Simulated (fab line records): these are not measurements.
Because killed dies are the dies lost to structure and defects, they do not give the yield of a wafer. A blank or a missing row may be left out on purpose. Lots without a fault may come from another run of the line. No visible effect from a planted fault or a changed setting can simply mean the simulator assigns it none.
Code-filled problem report in 8D (eight disciplines) form :: flow n5 finfet :: the parts of the form that need people (team, actions taken, sign-off) are left out

== 1. PROBLEM STATEMENT ==
At N5_BEOL_M3_CO_CAP_55, run length s averages 167.8 s over 7 wafers from 3 lots, while fault-free wafers read 125.0 s, standard deviation 0.51. That is +84 standard deviations from the usual mean.
The step: material Co, precursor CCTBA/H2, target thk 2 nm, time 102.1 s.
The first sign was on wafer L161.2 at day 11 15:34, on cvd co-02. The record holds 33 wafers of 11 lots with a number at this step. Rule for "out" (also "out of limits"): further than 4 standard deviations from the usual mean. The other wafers with a number count as sound.

== 2. WHAT IT IS, AND WHAT IT ISN'T ==
question: which readings at this step
is: run length s
is not: heater power w

question: which lots
is: L160, L161, L162
is not: L147, L148, L150, L152, L164, L165, L166, L167

question: which wafers of those lots
is: L160.2, L160.6, L161.2, L161.5, L161.6, L162.2, L162.5
is not: L160.1, L162.4

question: read on which tools
is: cvd co-02
is not: cvd co-01

question: when
is: from day 11 15:34
is not: up to then (12 sound wafers); but 14 sound wafers of L160, L162, L164, L165, L166, L167 came after

== 3. THE SUSPECTS, EACH WITH WHAT RULES IT OUT ==
Counting: if a tool at a process step up to the reading ran every lot that is out, it stays a suspect. Sound lots after the first of them don't rule it out here, since some wafers of a struck lot are sound.
- cvd co-02 at N5_BEOL_M3_CO_CAP_55 (material Co, precursor CCTBA/H2, target thk 2 nm, time 102.1 s): kept. It processed each lot that is out (first: L161, day 11 15:34); up to then, its last sound lot is L152 (day 9 08:13). Its own run length s readings are out on those wafers.
Left after counting: cvd co-02 at N5_BEOL_M3_CO_CAP_55.

== 4. THE CAUSE (what the simulator had put in) ==
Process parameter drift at N5_BEOL_M3_CO_CAP_55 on cvd co-02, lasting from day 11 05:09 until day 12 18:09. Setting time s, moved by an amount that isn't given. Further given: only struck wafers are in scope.
This tool alone remained once counting was done.

== 5. THE CHAIN OF EFFECTS, in route order ==
Rows list readings where the struck wafers' mean (over those with a number) sits beyond 3 standard deviations from the usual. Only readings for which the record gives a usual standard deviation are gone through. hours: the time from each lot's start at the first step in this table that gives one to its start at this step, as a median over the lots. sigmas: the change in usual standard deviations.
hours: 0
step: N5_BEOL_M3_CO_CAP_55
reading: run length s
usual: 125.0 s
on struck wafers: 167.8
change: +42.8
sigmas: +84
Process steps it contains:
- N5_BEOL_M3_CO_CAP_55: material Co, precursor CCTBA/H2, target thk 2 nm, time 102.1 s.
At these later measuring or inspecting steps, every struck wafer for which the step has a row has a number for every such reading, and none has moved that far: N5_BEOL_M4_RC_MEAS_101.

== 6. WHAT WOULD HAVE CAUGHT IT SOONER ==
10 hours passed between the start of the fault at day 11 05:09 and the first reading out of limits in this record, taken at day 11 15:34.
